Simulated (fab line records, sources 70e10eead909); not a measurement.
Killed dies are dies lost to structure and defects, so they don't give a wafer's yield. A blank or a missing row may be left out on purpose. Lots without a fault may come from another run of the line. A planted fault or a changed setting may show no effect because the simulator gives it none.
fab line records | flow nand_harc
record lots=11 wafers=33 last_day=32
route steps=1302 shown P_BONDPAD@378 A_BONDPAD@1226 THIN_TSV@1261 END@1302
lots that met no fault: from a run of the same line without faults
start_h: hours from the record's first day to the start of the lot's first wafer shown | wait_h: hours since the lot's step before | " the same as in the row above | L1.1+2: a row that stands for several wafers | - no value, or no start given | * or withheld: withheld | < > ~ a bound
route shown NAME@n: a module of which the file shows steps, and the number in the route of the first | usual: mean/standard deviation of fault-free wafers | same: alike in all rows | chamber/n: place in a boat | sites: the reading at each site | _std_site: their standard deviation | _edge_site: outer sites' mean less inner sites' | radius_mm: how far each site lies from the wafer's centre | mask NAME#n: copy n | behind: the tool/chamber that last shaped the wafer | hold: why the lot was held/for how many hours/how that ended | device: the transistor (n, p or np) that didn't switch | end of line: the same wafers' tests at the end of the route | a step without rows: its recipe alone | killed: dies lost to structure and defects at the first sort, not the wafer's yield | map: a wafer's dies, x killed, . not, _ none there
set.NAME: the setting as run; set.NAME@STEP: as run at that earlier step | model.NAME: the simulator's own value behind a step, which no gauge read
steps of the route over a sample of lots; a table a step, a row a wafer
services: from which hour (start_h, from the record's first day; less than 0 if before it) a tool's chamber was out of use, for how many hours, and why
## steps
# step NHARC_P_BONDPAD_ECD_18
# recipe target_thk_a=4000 bath_temp_c=25 material=Cu
# usual bath_temp_c=25.03/0.1
# columns lot.wafer tool chamber start_h wait_h bath_temp_c
L373.2 ecd_cu-01 1 148.92 - 25.09
L373.3 " 1 " " 24.93
L373.5 " 1 " " 25.02
L377.1 ecd_cu-01 0 186.14 - 24.92
L377.4 " 1 " " 25.03
L377.6 " 1 " " 24.93
L376.2 ecd_cu-01 0 186.51 - 25.02
L376.3 " 0 " " 25.12
L376.5 " 0 " " 25.11
L378.2 ecd_cu-01 0 203.98 - 25.04
L378.4 " 0 " " 25.04
L378.6 " 0 " " 24.89
L379.2 ecd_cu-01 0 209.65 - 25.05
L379.1 " 1 " " 25.10
L379.3 " 0 " " 24.89
L380.1 ecd_cu-02 0 216.35 - 25.01
L380.3 " 0 " " 25.06
L380.6 " 0 " " 25.18
L381.4 ecd_cu-02 0 226.87 - 24.97
L381.3 " 1 " " 25.02
L381.5 " 0 " " 25.10
L382.2 ecd_cu-01 0 244.07 - 24.99
L382.5 " 0 " " 25.12
L382.6 " 1 " " 24.87
L383.1 ecd_cu-01 1 249.45 - 25.16
L383.3 " 0 " " 24.85
L383.6 " 1 " " 25.03
L385.4 ecd_cu-01 1 260.57 - 24.90
L385.5 " 1 " " 24.98
L385.6 " 0 " " 25.26
L393.2 ecd_cu-02 0 349.30 - 25.03
L393.1 " 1 " " 25.03
L393.5 " 1 " " 25.02
# step NHARC_A_BONDPAD_PRE_CLEAN_26
# recipe time_s=30 temp_c=280 gas=H2/He
# usual heater_power_w=404/41 susceptor_temp_C=280.01/0.2
# columns lot.wafer tool chamber start_h wait_h heater_power_w susceptor_temp_C
L373.3 pvd_sputter-03 - - - 385 279.78
L373.2 " - " " 456 279.87
L373.5 " - " " 380 279.56
L376.3 pvd_sputter-01 - - - 403 279.70
L376.2 " - " " 425 279.69
L376.5 " - " " 370 280.17
L377.1 pvd_sputter-03 - - - 402 279.85
L377.4 " - " " 452 280.03
L377.6 " - " " 402 280.12
L379.1 pvd_sputter-02 - - - 399 280.01
L379.3 " - " " 370 280.04
L379.2 " - " " 345 280.19
L378.2 pvd_sputter-02 - - - 441 279.94
L378.4 " - " " 404 279.66
L378.6 " - " " 444 279.99
L380.1 pvd_sputter-02 - - - 381 280.19
L380.3 " - " " 434 279.91
L380.6 " - " " 349 280.14
L381.3 pvd_sputter-01 - - - 421 280.06
L381.4 " - " " 359 279.96
L381.5 " - " " 430 280.04
L382.2 pvd_sputter-01 - - - 374 -
L382.6 " - " " 362 -
L382.5 " - " " 373 -
L383.1 pvd_sputter-03 - - - 443 280.14
L383.3 " - " " 495 279.98
L385.4 pvd_sputter-03 - - - 407 279.82
L385.5 " - " " 444 279.87
L393.2 pvd_sputter-02 - - - 408 -
L393.1 " - " " 343 -
L393.5 " - " " 404 -
# step NHARC_THIN_TSV_DESCUM_14
# recipe time_s=3 o2_flow_sccm=200 ar_flow_sccm=0 bias_power_w=0 chemistry=O2
# usual drypump_motor_current_A=5.4/0.43 o2_flow_sccm=200.0/0.59 oes_product_au=1.002/0.0097 rf_vpp_V=58.0/0.9 showerhead_plenum_p_Torr=1.96/0.084 throttle_valve_pct=11.312/0.0087
# columns lot.wafer tool chamber start_h wait_h drypump_motor_current_A o2_flow_sccm oes_product_au rf_hours_counter_h rf_vpp_V showerhead_plenum_p_Torr throttle_valve_pct
L373.2 rie_diel-02 2 562.49 - 5.2 199.5 1.008 10 59.8 1.96 11.301
L373.3 " 3 " " 5.1 199.6 1.005 11 58.0 1.99 11.305
L373.5 " 2 " " 5.2 199.7 1.000 - 57.8 1.95 11.313
L376.3 rie_diel-12 3 608.81 - 5.0 200.6 0.996 7 58.5 2.01 11.319
L376.2 " 0 " " 6.0 200.4 0.984 6 59.0 1.98 11.325
L376.5 " 2 " " 5.7 200.5 0.991 - 58.6 1.85 11.320
L377.1 rie_diel-02 0 617.87 - 5.8 199.3 1.007 4 58.2 2.05 11.295
L377.4 " 2 " " 5.2 200.3 0.991 4 59.2 1.95 11.316
L377.6 " 0 " " 5.8 200.8 1.007 - 57.8 2.05 11.312
L379.3 rie_diel-03 1 619.08 - 5.1 200.8 1.009 8 57.9 1.86 11.296
L379.2 " 2 " " 5.1 200.9 1.009 7 58.9 2.04 11.302
L379.1 " 3 " " 4.9 199.4 0.998 8 56.6 1.94 11.309
L378.2 rie_diel-03 0 625.70 - 5.1 200.9 1.008 9 57.2 2.02 11.317
L378.4 " 3 " " 4.9 199.6 0.996 - 58.8 1.94 11.314
L378.6 " 0 " " 5.1 200.0 1.010 - 58.9 2.02 11.318
L380.3 rie_diel-02 3 626.73 - 5.1 200.8 1.004 5 57.8 1.99 11.294
L380.1 " 0 " " 5.8 199.5 1.000 5 57.5 2.05 11.312
L380.6 " 0 " " 5.7 199.8 1.005 - 60.0 2.05 11.320
L381.4 rie_diel-03 1 648.21 - 5.1 200.0 0.994 9 57.5 1.86 11.315
L381.3 " 3 " " 4.9 199.9 0.987 10 58.4 1.94 11.313
L381.5 " 0 " " 5.1 199.2 1.003 - 57.6 2.02 11.299
L382.2 rie_diel-02 2 654.17 - 5.2 199.6 0.995 6 56.5 1.95 11.311
L382.6 " 0 " " 5.8 199.7 0.996 - 58.0 2.05 11.323
L382.5 " 1 " " 5.1 199.6 1.006 - 57.5 1.78 11.308
L383.1 rie_diel-12 3 655.38 - 5.0 199.2 1.015 2 57.9 2.01 11.302
L383.3 " 1 " " 6.3 200.3 0.995 2 58.8 2.03 11.303
L385.4 rie_diel-02 3 683.62 - 5.0 200.4 1.005 9 59.9 1.99 11.313
L385.5 " 0 " " 5.8 201.1 1.010 - 57.9 2.05 11.309
L393.1 rie_diel-02 2 757.87 - 5.2 199.5 1.000 0 58.6 1.95 11.329
L393.2 " 3 " " 5.1 200.7 1.007 0 58.1 1.99 11.321
L393.5 " 2 " " 5.2 199.2 1.004 - 57.0 1.95 11.303
# step NHARC_THIN_TSV_DESCUM_35
# recipe time_s=3 o2_flow_sccm=200 ar_flow_sccm=0 bias_power_w=0 chemistry=O2
# usual drypump_motor_current_A=5.3/0.42 o2_flow_sccm=199.9/0.53 oes_product_au=1.001/0.01 rf_vpp_V=57.9/0.93 showerhead_plenum_p_Torr=1.97/0.074 throttle_valve_pct=11.311/0.0087
# columns lot.wafer tool chamber start_h wait_h drypump_motor_current_A o2_flow_sccm oes_product_au rf_hours_counter_h rf_vpp_V showerhead_plenum_p_Torr throttle_valve_pct
L373.3 rie_diel-02 3 568.38 - 5.1 199.7 1.009 12 57.7 1.99 11.317
L373.2 " 0 " " 5.8 200.0 0.999 12 56.8 2.06 11.309
L373.5 " 0 " " 5.8 199.8 1.001 - 57.8 2.06 11.303
L376.3 rie_diel-03 2 614.58 - 5.1 201.2 1.019 7 58.3 2.04 11.302
L376.2 " 1 " " 5.1 199.5 1.002 8 59.4 1.86 11.302
L376.5 " 2 " " 5.2 200.2 1.006 - 58.4 2.04 11.310
L377.1 rie_diel-03 2 624.11 - 5.2 200.3 1.011 8 60.2 2.04 11.314
L377.4 " 2 " " 5.1 200.0 1.002 - 56.2 2.04 11.311
L377.6 " 3 " " 4.9 200.4 1.000 - 58.2 1.94 11.308
L379.2 rie_diel-02 2 625.29 - 5.2 199.9 0.998 4 58.4 1.95 11.322
L379.3 " 3 " " 5.1 198.7 1.009 4 58.4 1.99 11.318
L379.1 " 0 " " 5.8 199.8 1.005 4 57.9 2.05 11.300
L378.4 rie_diel-12 2 631.61 - 5.7 200.6 0.983 0 57.3 1.85 11.308
L378.2 " 0 " " 6.0 199.6 0.987 0 56.7 1.98 11.315
L378.6 " 1 " " 6.3 199.8 1.010 - 59.0 2.03 11.312
L380.3 rie_diel-12 1 632.72 - 6.2 200.6 0.988 0 59.8 2.03 11.304
L380.1 " 2 " " 5.7 200.6 0.988 0 57.4 1.85 11.313
L380.6 " 1 " " 6.2 199.5 1.000 - 58.0 2.03 11.296
L381.3 rie_diel-03 0 654.21 - 5.1 200.2 0.994 11 57.9 2.02 11.317
L381.4 " 3 " " 4.9 199.1 1.009 11 57.2 1.94 11.311
L381.5 " 0 " " 5.1 200.2 1.008 - 59.5 2.02 11.313
L382.2 rie_diel-12 2 660.07 - 5.7 199.3 0.996 2 57.5 1.85 11.315
L382.6 " 1 " " 6.3 200.7 0.993 - 57.6 2.03 11.305
L382.5 " 2 " " 5.7 199.9 0.990 - 58.2 1.85 11.310
L383.1 rie_diel-12 0 661.79 - 6.0 200.0 1.002 2 57.3 1.97 11.317
L383.3 " 2 " " 5.7 199.6 0.994 3 58.0 1.85 11.313
L385.4 rie_diel-02 3 689.56 - 5.1 200.9 1.004 9 56.6 1.99 11.298
L385.5 " 0 " " 5.8 200.3 1.002 - 57.9 2.05 11.312
L393.1 rie_diel-12 2 763.75 - 5.8 200.3 0.993 7 57.9 1.85 11.303
L393.2 " 1 " " 6.3 200.4 0.995 7 59.0 2.03 11.310
L393.5 " 3 " " 5.0 200.8 0.988 - 58.9 2.01 11.312
# step NHARC_END_SORT_01
# recipe temp_c=25
# usual defect_limited_yield=91.6/2.8 killed_at_array=53/19 killed_at_other=0.8/1.2 killed_at_periphery=3.7/2.3 killed_dies=57/19 killed_open=3.2/1.7 killed_short=2.6/1.8 sort_bin_2_pct=3.0/1.2 sort_bin_3_pct=0.7/0.4 sort_bin_4_pct=4.8/1.5 sort_n_pass=620/19 sort_rim_yield_pct=90/4.8 sort_yield_pct=91.6/2.8
# same gross_dies=677 sort_bin_5_pct[%]=0 sort_bin_6_pct[%]=0 sort_bin_7_pct[%]=0 sort_bin_8_pct[%]=0 sort_rim_n_gross=106.00
# columns lot.wafer tool chamber start_h wait_h defect_limited_yield[%] killed_at_array killed_at_other killed_at_periphery killed_dies killed_open killed_short sort_bin_2_pct[%] sort_bin_3_pct[%] sort_bin_4_pct[%] sort_n_pass sort_rim_yield_pct[%] sort_yield_pct[%]
L383.1 prober-01 0 670.02 2.5 97.0 17 1 2 20 1 1 0.6 0.3 2.1 657 100 97.0
L383.3 prober-01 0 671.61 3.1 96.8 19 1 2 22 2 2 1.0 0.1 2.1 655 96 96.8
L383.6 prober-01 0 674.00 4.0 0 21 0 656 677 2 4 97.5 0.1 2.4 0 0 0
L385.4 prober-01 0 700.87 3.4 91.7 48 2 6 56 4 2 2.7 0.1 5.5 621 90 91.7
L385.5 prober-01 0 701.67 3.7 93.6 40 1 2 43 2 3 2.4 0.4 3.5 634 90 93.6
L385.6 prober-01 0 702.48 4.0 0 53 0 624 677 4 3 93.9 0.6 5.5 0 0 0
# killed by level:class
L383.1 A_CHANNEL_HOLE_D1:chamber_film_flake=6 A_CHANNEL_FILL_D2:chamber_film_flake=4 A_SLIT:chamber_film_flake=2 A_DECK1_JOINT:geometric_particle:open=1 A_DECK1_JOINT:geometric_particle:short=1 P_STI:chamber_film_flake=1 P_GATE:chamber_film_flake=1 A_CHANNEL_HOLE_D2:chamber_film_flake=1
L383.3 A_CHANNEL_HOLE_D1:chamber_film_flake=5 A_SLIT:chamber_film_flake=4 A_CHANNEL_HOLE_D2:chamber_film_flake=3 A_CHANNEL_FILL_D2:chamber_film_flake=3 P_M0:geometric_particle:open=1 A_ONON_D1:geometric_particle:short=1 A_CHANNEL_FILL_D2:geometric_particle:short=1 A_CONTACT:geometric_particle:open=1
L383.6 P_BONDPAD:area_ecd=650 P_M1:chamber_film_flake=4 A_CHANNEL_HOLE_D1:chamber_film_flake=4 A_SLIT:chamber_film_flake=3 A_CONTACT:chamber_film_flake=3 A_WL_FILL:geometric_particle:short=2 A_CHANNEL_FILL_D2:chamber_film_flake=2 A_STAIRCASE:chamber_film_flake=2
L385.4 A_CHANNEL_HOLE_D1:chamber_film_flake=30 A_CHANNEL_HOLE_D2:chamber_film_flake=9 A_DECK1_JOINT:geometric_particle:open=2 P_ZERO_WELL:chamber_film_flake=2 A_DECK1_JOINT:chamber_film_flake=2 A_STAIRCASE:chamber_film_flake=2 THIN_TSV:chamber_film_flake=2 P_GATE:geometric_particle:short=1
L385.5 A_CHANNEL_HOLE_D1:chamber_film_flake=18 A_CHANNEL_HOLE_D2:chamber_film_flake=13 A_STAIRCASE:chamber_film_flake=2 P_GATE:geometric_particle:open=1 A_SOURCE_PLATE:geometric_particle:short=1 A_ONON_D1:geometric_particle:open=1 A_DECK1_JOINT:geometric_particle:short=1 A_CHANNEL_FILL_D2:geometric_particle:short=1
L385.6 P_BONDPAD:area_ecd=621 A_CHANNEL_HOLE_D1:chamber_film_flake=28 A_CHANNEL_HOLE_D2:chamber_film_flake=11 A_SLIT:chamber_film_flake=3 A_CHANNEL_HOLE_D1:geometric_particle:short=2 A_CONTACT:geometric_particle:open=2 A_STAIRCASE:chamber_film_flake=2 P_M0:geometric_particle:open=1
## services
# columns tool chamber start_h hours kind
rie_diel-12 3 128.45 1.8 repair
rie_diel-12 2 144.19 3.2 repair
rie_diel-02 2 154.24 8.4 repair
ecd_cu-01 - 160.00 8.0 pm
rie_diel-02 - 216.91 9.0 pm
rie_diel-02 0 262.13 3.0 repair
ecd_cu-01 - 336.00 8.0 pm
rie_diel-02 1 381.39 8.8 repair
rie_diel-02 - 393.91 9.0 pm
rie_diel-02 1 456.81 6.0 repair
rie_diel-02 - 473.42 0.6 repair
rie_diel-02 2 479.85 9.2 repair
ecd_cu-01 - 512.00 8.0 pm
ecd_cu-01 - 523.67 3.9 repair
rie_diel-02 - 570.91 9.0 pm
rie_diel-02 1 582.83 12.4 repair
ecd_cu-01 - 623.83 4.8 repair
ecd_cu-01 - 631.53 1.6 repair
rie_diel-02 0 632.90 13.4 repair
rie_diel-02 - 644.17 0.5 repair
ecd_cu-01 - 659.16 1.3 repair
ecd_cu-01 - 688.00 8.0 pm
rie_diel-02 - 747.91 9.0 pm
ecd_cu-01 - 750.87 1.1 repair
## key
first_sign step=NHARC_END_SORT_01 reading=killed_at_periphery direction=up sigmas=99+ usual=3.7 struck=640
effect step=NHARC_END_SORT_01 reading=sort_bin_2_pct direction=up sigmas=76 usual=3.0 struck=95.7
more_kills_born_at NHARC_P_BONDPAD_ECD_18@ecd_cu-01=1271
met_at NHARC_P_BONDPAD_ECD_18
struck_lots L383,L385
struck_wafers L383.6,L385.6
later_rows_left_out L383.6,L385.6
not_acting_at NHARC_A_BONDPAD_PRE_CLEAN_26,NHARC_THIN_TSV_DESCUM_14,NHARC_THIN_TSV_DESCUM_35
onset_between 244.07 249.45
fault kind=process_parameter_drift tool=ecd_cu-01 chamber=- onset_h=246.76 steps=NHARC_P_BONDPAD_ECD_18 channel=target_thk_a offset=* shape=step end_h=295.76 scope=struck_wafers_only acts_in=* stated=*
# later_rows_left_out: the simulator's readings of these wafers behind a module that went badly wrong aren't trusted and aren't shown, but for the sort
